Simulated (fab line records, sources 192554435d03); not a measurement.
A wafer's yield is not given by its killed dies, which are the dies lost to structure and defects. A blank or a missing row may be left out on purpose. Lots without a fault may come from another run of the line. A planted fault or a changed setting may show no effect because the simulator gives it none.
Struck lot and sound lot, side by side || flow n5Finfet || 21 steps out of a route of 1938
Sound: these wafers, L200.2, L200.5. Wafers struck: L210.1, L210.4, L210.6. The cause is given at the end.
For every step that has rows: the tool of each side, followed by ch and its chambers, followed by its first start. Under that, the readings that differ: sound wafers || struck wafers || difference of the means || sigmas: that difference in standard deviations of wafers without a fault.
alike: words and numbers the same on both sides, and readings whose means are apart by under 2 such deviations; not compared: readings that were withheld, readings missing a value for some wafer, numbers with overlapping values and no deviation given by the record, and bounds like >300 which may hide the same value.
A row with sigmas, a row that says differs or no value, or rows on one side alone: a step with any of these is where the two part. Numbers that don't overlap but have no deviation are shown without sigmas and don't part them. Lack of a reading on every wafer of one side parts them only where that side has two or more wafers.

first, 1 step without rows for these wafers: N5_WELL_APT_HARDBAKE_12 (time 120 s).
N5_WELL_APT_CD_MEAS_08: the cd target is 200 nm.
  sound on cdSem-01 ch 0, day 4 01:34; struck on cdSem-02 ch 0, day 6 13:56
  alike: cdNm
N5_WELL_APT_OVL_MEAS_09:
  sound on overlay-02 ch 0, day 4 01:35; struck on overlay-02 ch 0, day 6 13:58
  alike: NWELL_OVL
N5_WELL_APT_INSPECT_10: inspects for defects (macro).
  sound on defectInspect-02, day 4 01:37; struck on defectInspect-02, day 6 13:59
  alike: rawDefectCount
N5_WELL_APT_DESCUM_13: chemistry O2, time 7.9 s.
  sound on rieDiel-06 ch 0,1, day 4 01:39; struck on rieDiel-06 ch 1,3, day 6 14:24
  alike: drypumpMotorCurrentA, oesProductAu, rfVppV, showerheadPlenumPTorr, throttleValvePct
  not compared: rfHoursCounterH
then, 7 steps without rows for these wafers: N5_WELL_APT_IMPLANT_14; N5_WELL_APT_IMPLANT_15; N5_WELL_APT_STRIP_16 (strips in SPM, time 900 s); N5_WELL_APT_HMDS_18 (time 60 s); N5_WELL_APT_COAT_19 (resist thk 950 nm); N5_WELL_APT_EBR_21; N5_WELL_APT_SOFTBAKE_20 (time 60 s).
N5_WELL_APT_EXPOSE_22: exposes mask PWELL, defocus 0 nm, target cd 200 nm.
  sound on krfScanner-02 ch 0, day 4 02:39; struck on krfScanner-02 ch 0, day 6 15:16
{"reading": "model.WELL_APT.overlayXNm (nm)", "sound": "-0.655 -0.655", "struck": "27.17 27.17 27.17", "difference": "+27.83", "sigmas": ""}
  alike: mask, focusOffsetNm, reticleTempC
then, 3 steps without rows for these wafers: N5_WELL_APT_PEB_23 (peb time 90 s); N5_WELL_APT_DEVELOP_24 (develop time 45 s); N5_WELL_APT_HARDBAKE_29 (time 120 s).
N5_WELL_APT_CD_MEAS_25: the cd target is 200 nm.
  sound on cdSem-02 ch 0, day 4 02:49; struck on cdSem-03 ch 0, day 6 15:26
  alike: cdNm
N5_WELL_APT_OVL_MEAS_26:
  sound on overlay-01 ch 0, day 4 02:50; struck on overlay-02 ch 0, day 6 15:28
{"reading": "PWELL_OVL (nm)", "sound": "-7 2", "struck": "30 32 32", "difference": "+34", "sigmas": "+6"}
N5_WELL_APT_INSPECT_27: inspects for defects (macro).
  sound on defectInspect-02, day 4 02:52; struck on defectInspect-01, day 6 15:29
  alike: rawDefectCount
-- a jump in the record: the struck wafers' starts before and after are 6 days apart (it breaks off in module WELL_APT and resumes in module BEOL_M4, where the first step shown is number 1111 of the route) --
N5_BEOL_M4_RC_MEAS_101:
  sound on prober-01 ch 0, day 10 09:02; struck on prober-01 ch 0, day 13 02:29
  alike: DIBL_N, DIBL_P, IOFF_N, IOFF_P, ION_N, ION_P, SS_N, SS_P, VT_N, VT_P
then, 1 step without rows for these wafers: N5_PASSIVATION_PROBE_49.

## WHERE THEY PART
N5_WELL_APT_OVL_MEAS_26 only, going by this record. Later steps at which nothing parts them and some readings are alike: N5_WELL_APT_INSPECT_27, N5_BEOL_M4_RC_MEAS_101.

WHY: the cause the simulator had injected
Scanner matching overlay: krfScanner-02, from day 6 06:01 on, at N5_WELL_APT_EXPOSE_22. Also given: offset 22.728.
